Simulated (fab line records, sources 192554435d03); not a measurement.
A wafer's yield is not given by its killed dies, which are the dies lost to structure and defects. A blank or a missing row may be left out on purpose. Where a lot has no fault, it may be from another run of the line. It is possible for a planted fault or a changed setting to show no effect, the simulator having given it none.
3 desks looking at one fault | flow n5-finfet | every desk sees just its own numbers, and what lay behind them comes last

THE DEFECT DESK
For each lot, the counts of the inspections along the route, averaged over the sampled wafers that have a number. Any lot whose mean is over 4 standard deviations away from the usual mean is out of limits and marked OUT; that distance is given in the brackets.
Columns: A = raw-defect-count at N5_BEOL_M15_INSPECT_12, usual 1.9; B = raw-defect-count at N5_BEOL_M15_INSPECT_30, usual 1.9
lot  | first seen here | A   | B
L299 | day 11 06:56    | 3.0 | 3.3
L308 | day 13 20:53    | 1.7 | 3.7
L310 | day 14 18:25    | 2.3 | 2.0
L313 | day 15 01:23    | 3.3 | 0.7
L316 | day 16 09:47    | 2.0 | 2.3
L317 | day 17 03:20    | 3.0 | 1.7
Finding of this desk: none of the 6 lots has anything out of limits.

THE TOOL OWNER'S DESK: litho-track-03
The tool's own readings at N5_BEOL_M15_COAT_60 (time 60 s, resist thk 89 nm): means of the sampled wafers that have a number, for each lot that ran on this tool. Any lot whose mean is over 4 standard deviations away from the usual mean is out of limits and marked OUT; that distance is given in the brackets.
Columns: A = exhaust-pa at N5_BEOL_M15_COAT_60, usual 45.0 Pa; B = spin-speed-rpm at N5_BEOL_M15_COAT_60, usual 1500.1 rpm
lot  | first seen here | A    | B
L308 | day 13 22:04    | 45.3 | 1499.6
L310 | day 14 20:11    | 44.7 | 1401.3 (-99) OUT
L313 | day 15 02:32    | 45.5 | 1400.2 (-99 or more) OUT
This desk's verdict: out of limits on L310, L313, starting with L310 at day 14 20:11 (spin-speed-rpm at N5_BEOL_M15_COAT_60). In limits: L308.

FROM THE METROLOGY DESK
Lot by lot, what the gauges showed, no matter which tool ran the lot: averages of those sampled wafers that carry a number. Any lot whose mean is over 4 standard deviations away from the usual mean is out of limits and marked OUT; that distance is given in the brackets.
Columns: A = V14_OVL at N5_BEOL_M15_OVL_MEAS_11, usual -3 nm; B = cd-nm at N5_BEOL_M15_CD_MEAS_17, usual 360.9 nm; C = cd-nm at N5_BEOL_M15_CD_MEAS_28, usual 407.3 nm; D = M15_OVL at N5_BEOL_M15_OVL_MEAS_29, usual 0 nm
lot  | first seen here | A   | B     | C     | D
L299 | day 11 06:55    | 1   | 362.0 | 406.6 | 1
L308 | day 13 20:52    | -3  | 362.0 | 405.7 | 3
L310 | day 14 18:24    | -5  | 361.2 | 407.6 | -8
L313 | day 15 01:22    | -2  | 361.8 | 408.0 | 0
L316 | day 16 09:46    | -5  | 359.6 | 408.7 | -2
L317 | day 17 03:19    | -12 | 360.2 | 406.4 | 14
Finding of this desk: none of the 6 lots has anything out of limits.

PUT TOGETHER
The tool owner's desk could have raised an alarm at day 14 20:11, on L310, L313.
Nothing out of limits was seen by the defect desk.
The metrology desk saw nothing out of limits.
The defect desk has L310, L313 on record, within its limits.
The metrology desk holds a record of L310, L313, inside its limits.
The lots listed all ran N5_BEOL_M15_COAT_60 on litho-track-03.

WHAT THE SIMULATOR HAD PUT IN
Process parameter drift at N5_BEOL_M15_COAT_60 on litho-track-03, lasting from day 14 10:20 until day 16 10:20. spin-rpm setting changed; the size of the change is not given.
Shown lots that were struck: L310, L313.
Each desk's first reading out of limits, in hours after the fault started: the tool owner's desk, 10.
